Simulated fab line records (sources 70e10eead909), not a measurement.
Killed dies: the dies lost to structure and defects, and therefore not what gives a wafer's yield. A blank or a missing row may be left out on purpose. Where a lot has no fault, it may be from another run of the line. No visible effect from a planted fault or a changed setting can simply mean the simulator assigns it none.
Matching of chambers :: flow nand harc :: 3 sister chambers for NHARC_P_BONDPAD_DEP_00 on pecvd-01
The step deposits SiCN, target thk 250 nm. 18 wafers are shown with their chamber, then 9 later ones without.

== EACH WAFER AND ITS CHAMBER ==
wafer: L076.2
chamber: 2
heater power w (W): 703
chamber pressure Torr (Torr): 2.996

wafer: L076.4
chamber: 2
heater power w (W): 559
chamber pressure Torr (Torr): 3.005

wafer: L076.6
chamber: 1
heater power w (W): 581
chamber pressure Torr (Torr): 2.996

wafer: L078.1
chamber: 2
heater power w (W): 656
chamber pressure Torr (Torr): 2.990

wafer: L078.2
chamber: 1
heater power w (W): 644
chamber pressure Torr (Torr): 3.000

wafer: L078.6
chamber: 2
heater power w (W): 657
chamber pressure Torr (Torr): 2.997

wafer: L080.2
chamber: 2
heater power w (W): 685
chamber pressure Torr (Torr): 3.001

wafer: L080.5
chamber: 1
heater power w (W): 569
chamber pressure Torr (Torr): 2.991

wafer: L080.6
chamber: 2
heater power w (W): 694
chamber pressure Torr (Torr): 3.007

wafer: L081.1
chamber: 1
heater power w (W): 623
chamber pressure Torr (Torr): 3.005

wafer: L081.5
chamber: 1
heater power w (W): 619
chamber pressure Torr (Torr): 2.994

wafer: L081.6
chamber: 2
heater power w (W): 692
chamber pressure Torr (Torr): 3.002

wafer: L083.4
chamber: 1
heater power w (W): 628
chamber pressure Torr (Torr): 2.991

wafer: L083.5
chamber: 0
heater power w (W): 637
chamber pressure Torr (Torr): 3.009

wafer: L083.6
chamber: 2
heater power w (W): 621
chamber pressure Torr (Torr): 3.014

wafer: L085.2
chamber: 1
heater power w (W): 574
chamber pressure Torr (Torr): 3.004

wafer: L085.4
chamber: 2
heater power w (W): 701
chamber pressure Torr (Torr): 2.998

wafer: L085.6
chamber: 0
heater power w (W): 644
chamber pressure Torr (Torr): 3.005

SIGNATURES (averages over the wafers above)
reading: heater power w
chamber 0: 640.50
chamber 1: 605.43
chamber 2: 663.11
scatter within a chamber: 39.5

reading: chamber pressure Torr
chamber 0: 3.00700
chamber 1: 2.99729
chamber 2: 3.00111
scatter within a chamber: 0.00635
Rule: for each reading, subtract the chamber's mean from the wafer's reading, divide by that reading's scatter and square the result; add these up over the readings and take the root, which gives the wafer's distance from the chamber. If the next closest chamber is less than 2 further off than the closest, the wafer can't be placed; otherwise it belongs to the closest. The scatter: the root of (the sum of the squares of (reading less its chamber's mean) over the shown wafers, divided by (wafers less chambers)).

== WAFERS WITHOUT THEIR CHAMBER ==
wafer: L089.3
heater power w (W): 612
chamber pressure Torr (Torr): 2.996

wafer: L089.4
heater power w (W): 659
chamber pressure Torr (Torr): 3.001

wafer: L089.6
heater power w (W): 616
chamber pressure Torr (Torr): 3.005

wafer: L094.2
heater power w (W): 665
chamber pressure Torr (Torr): 3.001

wafer: L094.3
heater power w (W): 597
chamber pressure Torr (Torr): 3.010

wafer: L094.6
heater power w (W): 603
chamber pressure Torr (Torr): 3.009

wafer: L097.3
heater power w (W): 623
chamber pressure Torr (Torr): 3.005

wafer: L097.5
heater power w (W): 617
chamber pressure Torr (Torr): 3.003

wafer: L097.6
heater power w (W): 667
chamber pressure Torr (Torr): 2.998

== WHICH CHAMBER EACH WENT THROUGH ==
wafer: L089.3
from the rows above: can't be placed: 1 or 2 or 0
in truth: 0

wafer: L089.4
from the rows above: can't be placed: 2 or 0 or 1
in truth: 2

wafer: L089.6
from the rows above: can't be placed: 0 or 1 or 2
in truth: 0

wafer: L094.2
from the rows above: can't be placed: 2 or 0 or 1
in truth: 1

wafer: L094.3
from the rows above: can't be placed: 0 or 1 or 2
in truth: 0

wafer: L094.6
from the rows above: can't be placed: 0 or 1 or 2
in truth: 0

wafer: L097.3
from the rows above: can't be placed: 0 or 2 or 1
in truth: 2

wafer: L097.5
from the rows above: can't be placed: 0 or 1 or 2
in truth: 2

wafer: L097.6
from the rows above: can't be placed: 2 or 1 or 0
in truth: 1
Correct placement for 0 of the 9. These rows do not allow placing 9 (true chamber among the candidates in 9). Placed wrongly: 0.
